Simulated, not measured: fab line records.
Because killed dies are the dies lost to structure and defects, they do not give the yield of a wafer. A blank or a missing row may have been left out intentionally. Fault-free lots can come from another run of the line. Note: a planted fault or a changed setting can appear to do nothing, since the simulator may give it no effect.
Which tool was responsible? || flow n5 finfet || Sampling: 7 lots, 21 wafers, 3 of 1938 route steps

== WHAT THE GAUGES SHOWED, per wafer ==
N5_BEOL_M8_CD_MEAS_11: the cd target is 38.5 nm.
{"lot": "L599", "measured": "day 9 15:48", "on": "cd sem-03", "cd nm (nm)": "39.9 38.2 39.1"}
{"lot": "L603", "measured": "day 11 12:32", "on": "cd sem-01", "cd nm (nm)": "38.8 39.7 37.6"}
{"lot": "L608", "measured": "day 12 10:55", "on": "cd sem-02", "cd nm (nm)": "38.2 39.9 37.5"}
{"lot": "L615", "measured": "day 14 03:50", "on": "cd sem-03", "cd nm (nm)": "32.5 27.7 33.1"}
{"lot": "L618", "measured": "day 14 21:31", "on": "cd sem-02", "cd nm (nm)": "38.6 39.4 38.0"}
{"lot": "L621", "measured": "day 15 14:31", "on": "cd sem-03", "cd nm (nm)": "39.6 38.1 38.5"}
{"lot": "L620", "measured": "day 15 16:04", "on": "cd sem-02", "cd nm (nm)": "38.0 38.8 38.7"}

== TOOL THAT RAN EACH LOT (tool first, then ch and the chambers of the sampled wafers, then the start) ==
{"lot": "L599", "N5_BEOL_M8_HM_DEP_02": "pvd sputter-02, day 9 15:26", "N5_BEOL_M8_EXPOSE_08": "arfi scanner-02 ch 0, day 9 15:41"}
{"lot": "L603", "N5_BEOL_M8_HM_DEP_02": "pvd sputter-01, day 11 12:10", "N5_BEOL_M8_EXPOSE_08": "arfi scanner-01 ch 0, day 11 12:25"}
{"lot": "L608", "N5_BEOL_M8_HM_DEP_02": "pvd sputter-01, day 12 10:32", "N5_BEOL_M8_EXPOSE_08": "arfi scanner-01 ch 0, day 12 10:47"}
{"lot": "L615", "N5_BEOL_M8_HM_DEP_02": "pvd sputter-03, day 14 03:27", "N5_BEOL_M8_EXPOSE_08": "arfi scanner-01 ch 0, day 14 03:43"}
{"lot": "L618", "N5_BEOL_M8_HM_DEP_02": "pvd sputter-01, day 14 20:59", "N5_BEOL_M8_EXPOSE_08": "arfi scanner-02 ch 0, day 14 21:23"}
{"lot": "L621", "N5_BEOL_M8_HM_DEP_02": "pvd sputter-01, day 15 14:01", "N5_BEOL_M8_EXPOSE_08": "arfi scanner-03 ch 0, day 15 14:23"}
{"lot": "L620", "N5_BEOL_M8_HM_DEP_02": "pvd sputter-03, day 15 15:33", "N5_BEOL_M8_EXPOSE_08": "arfi scanner-02 ch 0, day 15 15:56"}
- N5_BEOL_M8_HM_DEP_02: deposits TiN, target thk 20 nm.
- N5_BEOL_M8_EXPOSE_08: exposes mask M8.

== THE ANSWER, worked out from the rows above alone ==
Rule: usual is defined by the lots themselves. The widest of any qualifying gaps counts: lots, ordered by their means at a reading, are off when they make up no more than a third of the lots, leave a main group of 4 or more, and stand apart from it by 3 or more times the standard deviation of that group's means. The tables above print the reading to a certain number of digits; a main group whose means all agree to those digits is not used. A lot without any number at a reading at which 4 lots or more have one is off too. Where the step has rows for the other lots, those lots are counted as sound.
Off, at N5_BEOL_M8_CD_MEAS_11 on cd nm: L615. The main group: mean 38.7 nm, standard deviation 0.18.
If a tool, at a process step before that reading, ran all the lots that are off and no sound lot after the first of them, it fits. Those tools and the gauges at N5_BEOL_M8_CD_MEAS_11 are tried in the same way. One fits: N5_BEOL_M8_EXPOSE_08 on arfi scanner-01. A fault onset in the window from L608 (day 12 10:47, its last sound lot) to L615 (day 14 03:43, its first lot off) fits.

== WHAT THE SIMULATOR HAD INSERTED ==
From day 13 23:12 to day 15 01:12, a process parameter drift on arfi scanner-01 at N5_BEOL_M8_EXPOSE_08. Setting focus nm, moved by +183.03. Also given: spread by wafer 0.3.
Shown lots that were struck: L615. The same result came from the rule above.
